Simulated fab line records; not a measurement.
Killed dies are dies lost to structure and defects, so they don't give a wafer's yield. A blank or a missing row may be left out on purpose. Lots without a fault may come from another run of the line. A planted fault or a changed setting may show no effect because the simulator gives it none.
fab line records	flow nandHarc
record lots=5	wafers=15	lastDay=33
route steps=1302 shown A_M1@1190 A_BONDPAD@1202 END@1302
lots untouched by any fault: they come from a run of this same line in which no faults occurred
startH: hours from the record's first day to the start of the lot's first wafer shown	waitH: hours from the lot's prior step to this one	" identical to the entry in the row above	L1.1+2: one row covering several wafers at once	- no value, or no start given	* or withheld: withheld	< > ~ a bound
route shown NAME@n: NAME is a module with steps in the file, n the number in the route of the first one	usual: mean/standard deviation taken from wafers without a fault	same: alike in all rows	chamber/n: place in a boat	sites: each site's reading	_std_site: standard deviation of those values	_edge_site: mean of outer sites minus mean of inner sites	radiusMm: how far each site lies from the wafer's centre	mask NAME#n: copy n	behind: the most recent tool/chamber to have shaped the wafer	hold: cause of the lot's hold/its duration in hours/its outcome	device: which transistor (n, p or np) failed to switch	end of line: tests run on the same wafers once the route is complete	step lacking rows: just its recipe	killed: at the first sort, the dies lost to defects and structure; wafer yield is something else	map: a wafer's dies, x killed, . not, _ none there
set.NAME: the setting the step ran with; set.NAME@STEP: the setting that earlier step ran with	model.NAME: the simulator's own value behind a step, which no gauge read
lots seen at some steps along the route; tables by step, rows by wafer
services: from which hour (startH, from the record's first day; less than 0 if before it) a tool's chamber was out of use, for how many hours, and why
## steps
# step NHARC_A_M1_PRE_CLEAN_30
# recipe timeS=30	tempC=280	gas=H2/He
# usual heaterPowerW=413/37
lot.wafer	tool	chamber	startH	waitH	heaterPowerW
L616.1	pvdSputter-02	-	-	-	465
L616.3	"	-	"	"	434
L616.2	"	-	"	"	363
L622.4	pvdSputter-01	-	-	-	349
L622.6	"	-	"	"	412
L622.5	"	-	"	"	453
L627.1	pvdSputter-01	-	-	-	456
L627.3	"	-	"	"	420
L627.6	"	-	"	"	452
L634.3	pvdSputter-02	-	-	-	398
L634.2	"	-	"	"	352
L634.1	"	-	"	"	440
L635.2	pvdSputter-03	-	-	-	406
L635.5	"	-	"	"	411
L635.6	"	-	"	"	380
# step NHARC_A_M1_PVD_20
# recipe targetThkA=50	biasV=168.6	powerW=15000	chamberPressurePa=0.12	timeS=8.06	substrateTempC=50	material=TaN
# step NHARC_A_M1_PVD_21
# recipe targetThkA=300	chamberPressurePa=5	powerW=5000	substrateTempC=30	timeS=20.49	material=Cu
# usual throttleValvePct=30.5/0.78
lot.wafer	tool	chamber	startH	waitH	throttleValvePct
L616.1	pvdSputter-02	-	-	-	30.2
L616.2	"	-	"	"	31.1
L616.3	"	-	"	"	31.4
L622.4	pvdSputter-01	-	-	-	31.1
L622.6	"	-	"	"	30.7
L622.5	"	-	"	"	30.1
L627.3	pvdSputter-01	-	-	-	31.3
L627.1	"	-	"	"	30.3
L627.6	"	-	"	"	31.3
L634.1	pvdSputter-02	-	-	-	30.4
L634.2	"	-	"	"	32.2
L634.3	"	-	"	"	30.5
L635.2	pvdSputter-03	-	-	-	30.2
L635.6	"	-	"	"	30.4
L635.5	"	-	"	"	28.9
# step NHARC_A_M1_ECD_22
# recipe targetThkA=4000	bathTempC=25	material=Cu
# step NHARC_A_M1_ANNEAL_31
# recipe tempC=225	timeS=90
# usual wafer_temp_C_max=226.5/0.6
lot.wafer	tool	chamber	startH	waitH	wafer_temp_C_max
L616.1	rtpAnneal-01	0	572.06	-	227.4
L616.2	"	0	"	"	226.4
L616.3	"	0	"	"	226.9
L622.4	rtpAnneal-02	0	623.56	-	225.8
L622.5	"	0	"	"	226.3
L622.6	"	0	"	"	226.1
L627.1	rtpAnneal-01	0	673.74	-	227.4
L627.3	"	0	"	"	226.9
L627.6	"	0	"	"	226.8
L634.1	rtpAnneal-02	0	743.45	0.3	225.4
L634.2	"	0	"	"	225.6
L634.3	"	0	"	"	225.4
L635.2	rtpAnneal-01	0	765.57	0.3	227.5
L635.5	"	0	"	"	227.2
L635.6	"	0	"	"	227.3
# step NHARC_A_M1_CMP_23
# recipe tOverpolishS=20	targetThkNm=154.34
# step NHARC_A_M1_THK_MEAS_24
# recipe thkMeasGauge=xrf
# usual thkNm=154.8/1.7
lot.wafer	tool	chamber	startH	waitH	thkNm
L616.1	filmMetro-02	-	572.72	-	153.5
L616.2	"	-	"	"	155.0
L616.3	"	-	"	"	157.3
L622.4	filmMetro-02	-	624.07	-	155.2
L622.5	"	-	"	"	155.2
L622.6	"	-	"	"	153.1
L627.1	filmMetro-01	-	674.40	-	156.5
L627.3	"	-	"	"	157.3
L627.6	"	-	"	"	157.3
L634.1	filmMetro-02	-	744.13	-	153.5
L634.2	"	-	"	"	159.5
L634.3	"	-	"	"	153.9
L635.2	filmMetro-01	-	766.17	-	154.2
L635.5	"	-	"	"	155.4
L635.6	"	-	"	"	154.8
# step NHARC_A_M1_SRD_25
# step NHARC_A_M1_INSPECT_27
# usual rawDefectCount=550/120
lot.wafer	tool	chamber	startH	waitH	rawDefectCount
L616.1	defectInspect-02	-	572.87	0.0	483
L616.2	"	-	"	"	472
L616.3	"	-	"	"	504
L622.4	defectInspect-01	-	624.22	0.0	637
L622.5	"	-	"	"	500
L622.6	"	-	"	"	542
L627.1	defectInspect-01	-	674.56	0.0	698
L627.3	"	-	"	"	692
L627.6	"	-	"	"	567
L634.1	defectInspect-02	-	744.29	0.0	665
L634.2	"	-	"	"	509
L634.3	"	-	"	"	513
L635.2	defectInspect-02	-	766.33	0.0	614
L635.5	"	-	"	"	530
L635.6	"	-	"	"	500
# step NHARC_A_M1_PRE_CLEAN_32
# recipe timeS=12	tempC=370	rfPowerW=300	gas=NH3
# step NHARC_A_M1_DEP_33
# recipe targetThkA=300	tempC=370	targetThkNm=30	pressureTorr=3	flowSccm=200	rfW=450	material=SiCN
# usual heaterPowerW=642/40
lot.wafer	tool	chamber	startH	waitH	heaterPowerW
L616.2	pecvd-04	0	573.02	0.1	624
L616.3	"	1	"	"	710
L616.1	"	2	"	"	684
L622.5	pecvd-04	0	624.50	0.2	630
L622.6	"	1	"	"	714
L622.4	"	2	"	"	611
L627.1	pecvd-03	1	674.70	0.1	654
L627.3	"	2	"	"	675
L627.6	"	0	"	"	596
L634.3	pecvd-02	0	744.44	0.1	632
L634.1	"	1	"	"	636
L634.2	"	2	"	"	648
L635.2	pecvd-03	2	766.52	0.1	580
L635.5	"	2	"	"	575
L635.6	"	0	"	"	611
# step NHARC_A_BONDPAD_DEP_00
# recipe targetThkA=2500	tempC=370	targetThkNm=250	pressureTorr=3	flowSccm=200	rfW=450	material=SiCN
# usual heaterPowerW=579/72
lot.wafer	tool	chamber	startH	waitH	heaterPowerW
L616.3	pecvd-01	2	573.57	-	485
L616.2	"	0	"	"	492
L616.1	"	1	"	"	562
L622.5	pecvd-01	0	625.06	-	506
L622.4	"	1	"	"	555
L622.6	"	2	"	"	527
L627.3	pecvd-02	0	675.25	-	653
L627.1	"	2	"	"	574
L627.6	"	1	"	"	658
L634.1	pecvd-04	1	745.00	-	663
L634.2	"	2	"	"	672
L634.3	"	0	"	"	713
L635.2	pecvd-01	0	767.03	-	559
L635.5	"	0	"	"	446
L635.6	"	2	"	"	583
# step NHARC_A_BONDPAD_CMP_29
# recipe targetThkNm=200	material=SiCN
# usual motorCurrentA=12.0/1.2
lot.wafer	tool	chamber	startH	waitH	motorCurrentA
L616.3	cmp-01	2	573.98	-	11.2
L616.2	"	3	"	"	10.6
L616.1	"	1	"	"	12.3
L622.4	cmp-04	3	625.36	-	11.3
L622.5	"	2	"	"	10.9
L622.6	"	3	"	"	11.8
L627.3	cmp-03	3	675.68	-	10.9
L627.1	"	1	"	"	13.4
L627.6	"	2	"	"	14.1
L634.1	cmp-04	2	745.40	-	11.2
L634.3	"	3	"	"	11.0
L634.2	"	1	"	"	10.2
L635.2	cmp-03	1	767.49	-	13.4
L635.6	"	3	"	"	10.1
L635.5	"	0	"	"	12.9
# step NHARC_A_BONDPAD_THK_MEAS_30
# recipe thkMeasGauge=ellipsometry
# usual thkNm=200.3/1.6
lot.wafer	tool	chamber	startH	waitH	thkNm
L616.1	filmMetro-01	-	574.23	0.2	203.6
L616.2	"	-	"	"	201.0
L616.3	"	-	"	"	198.4
L622.4	filmMetro-01	-	625.59	0.2	145.4
L622.5	"	-	"	"	200.1
L622.6	"	-	"	"	153.1
L627.1	filmMetro-01	-	675.91	0.2	200.6
L627.3	"	-	"	"	202.3
L627.6	"	-	"	"	201.9
L634.1	filmMetro-01	-	745.65	0.2	200.0
L634.2	"	-	"	"	198.0
L634.3	"	-	"	"	199.9
L635.2	filmMetro-02	-	767.69	0.2	200.7
L635.5	"	-	"	"	201.1
L635.6	"	-	"	"	199.8
# step NHARC_A_BONDPAD_SRD_31
# step NHARC_END_SORT_01
# recipe tempC=25
# usual defectLimitedYield=91.2/2.6	killedAtArray=55/17	killedAtOther=0.9/1.2	killedAtPeriphery=3.7/2.5	killedDies=59/18	killedOpen=3.4/1.9	killedShort=2.6/1.6	sort_bin_2_pct=3.1/1.2	sort_bin_3_pct=0.7/0.4	sort_bin_4_pct=4.9/1.4	sortNPass=618/18	sortRimYieldPct=93/3.7	sortYieldPct=91.2/2.6
# same grossDies=677	sort_bin_5_pct[%]=0	sort_bin_6_pct[%]=0	sort_bin_7_pct[%]=0	sort_bin_8_pct[%]=0	sortRimNGross=106.00
lot.wafer	tool	chamber	startH	waitH	defectLimitedYield[%]	killedAtArray	killedAtOther	killedAtPeriphery	killedDies	killedOpen	killedShort	sort_bin_2_pct[%]	sort_bin_3_pct[%]	sort_bin_4_pct[%]	sortNPass	sortRimYieldPct[%]	sortYieldPct[%]
L616.1	prober-02	0	635.81	2.5	89.2	67	0	6	73	7	3	4.1	1.3	5.3	604	93	89.2
L616.2	prober-02	0	636.60	2.8	89.5	68	0	3	71	4	1	4.0	0.7	5.8	606	92	89.5
L616.3	prober-02	0	637.40	3.1	89.5	71	0	0	71	1	0	3.7	0.6	6.2	606	97	89.5
L634.1	prober-01	0	778.83	2.5	90.0	65	0	3	68	8	0	3.8	1.3	4.9	609	95	90.0
L634.2	prober-01	0	779.64	2.8	91.9	50	0	5	55	3	2	3.4	0.4	4.3	622	89	91.9
L634.3	prober-01	0	780.45	3.1	89.2	72	0	1	73	7	0	4.9	0.4	5.5	604	85	89.2
# killed by level:class
L616.1 A_CHANNEL_HOLE_D1:chamberFilmFlake=24 A_SLIT:chamberFilmFlake=23 A_CHANNEL_HOLE_D2:chamberFilmFlake=10 P_CONTACT:geometricParticle:open=4 A_CONTACT:chamberFilmFlake=3 A_CHANNEL_FILL_D2:geometricParticle:open=2 A_ONON_D1:geometricParticle:short=1 A_CHANNEL_HOLE_D2:geometricParticle:open=1
L616.2 A_CHANNEL_HOLE_D1:chamberFilmFlake=33 A_SLIT:chamberFilmFlake=18 A_STAIRCASE:chamberFilmFlake=8 A_CHANNEL_HOLE_D2:chamberFilmFlake=3 A_CONTACT:chamberFilmFlake=2 P_CONTACT:geometricParticle:short=1 P_CONTACT:geometricParticle:open=1 P_M1:geometricParticle:open=1
L616.3 A_CHANNEL_HOLE_D1:chamberFilmFlake=32 A_SLIT:chamberFilmFlake=17 A_STAIRCASE:chamberFilmFlake=8 A_CHANNEL_HOLE_D2:chamberFilmFlake=6 A_CONTACT:chamberFilmFlake=4 A_DECK1_JOINT:chamberFilmFlake=2 A_BLC:geometricParticle:open=1 A_WL_FILL:chamberFilmFlake=1
L634.1 A_CHANNEL_HOLE_D2:chamberFilmFlake=23 A_SLIT:chamberFilmFlake=20 A_CHANNEL_HOLE_D1:chamberFilmFlake=7 A_CONTACT:chamberFilmFlake=5 A_CHANNEL_FILL_D2:geometricParticle:open=2 A_DECK1_JOINT:chamberFilmFlake=2 P_M0:geometricParticle:open=1 P_M1:geometricParticle:open=1
L634.2 A_CHANNEL_HOLE_D1:chamberFilmFlake=19 A_SLIT:chamberFilmFlake=18 A_CHANNEL_HOLE_D2:chamberFilmFlake=7 P_STI:chamberFilmFlake=3 A_CONTACT:chamberFilmFlake=2 P_GATE:geometricParticle:open=1 P_CONTACT:geometricParticle:open=1 A_ONON_D2:geometricParticle:short=1
L634.3 A_CHANNEL_HOLE_D2:chamberFilmFlake=22 A_SLIT:chamberFilmFlake=19 A_CHANNEL_HOLE_D1:chamberFilmFlake=16 A_CONTACT:chamberFilmFlake=5 A_CHANNEL_FILL_D1:geometricParticle:open=3 A_SGD_CUT:chamberFilmFlake=2 A_ONON_D1:geometricParticle:open=1 A_STAIRCASE:geometricParticle:open=1
## services
tool	chamber	startH	hours	kind
cmp-03	-	554.37	4.0	pm
pvdSputter-03	-	554.89	0.7	repair
pecvd-03	0	571.66	3.6	repair
cmp-04	-	574.04	0.9	repair
pvdSputter-01	-	582.00	10.0	pm
pecvd-02	-	589.01	13.0	pm
pvdSputter-03	-	590.50	1.5	repair
cmp-04	-	597.14	0.9	repair
cmp-04	-	601.08	4.0	pm
pvdSputter-02	-	606.32	2.5	repair
cmp-03	-	624.30	2.3	repair
pvdSputter-01	-	625.73	0.6	repair
pecvd-04	-	631.52	13.0	pm
pvdSputter-02	-	638.00	10.0	pm
cmp-03	-	638.98	0.4	repair
pecvd-04	-	651.56	5.4	repair
cmp-03	-	652.37	4.0	pm
pvdSputter-02	-	668.98	7.1	repair
pecvd-04	-	670.03	0.6	repair
pecvd-01	-	673.07	13.0	pm
pecvd-04	-	713.04	0.8	repair
pvdSputter-01	-	740.82	4.2	repair
pecvd-01	1	757.46	4.8	repair
pvdSputter-01	-	760.00	10.0	pm
## key
firstSign step=NHARC_A_BONDPAD_THK_MEAS_30	reading=thkNm	direction=down	sigmas=32	usual=200.3	struck=149.3
effect none on later readings
metAt NHARC_A_BONDPAD_DEP_00
struckWafers L622.4,L622.6
onsetBetween 573.57 625.06
fault kind=processParameterDrift	tool=pecvd-01	chamber=-	onsetH=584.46	steps=NHARC_A_BONDPAD_DEP_00	channel=targetThkNm	offset=-103.77	shape=step	endH=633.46	scope=struckWafersOnly	actsIn=theseRecipesOnly	stated=250
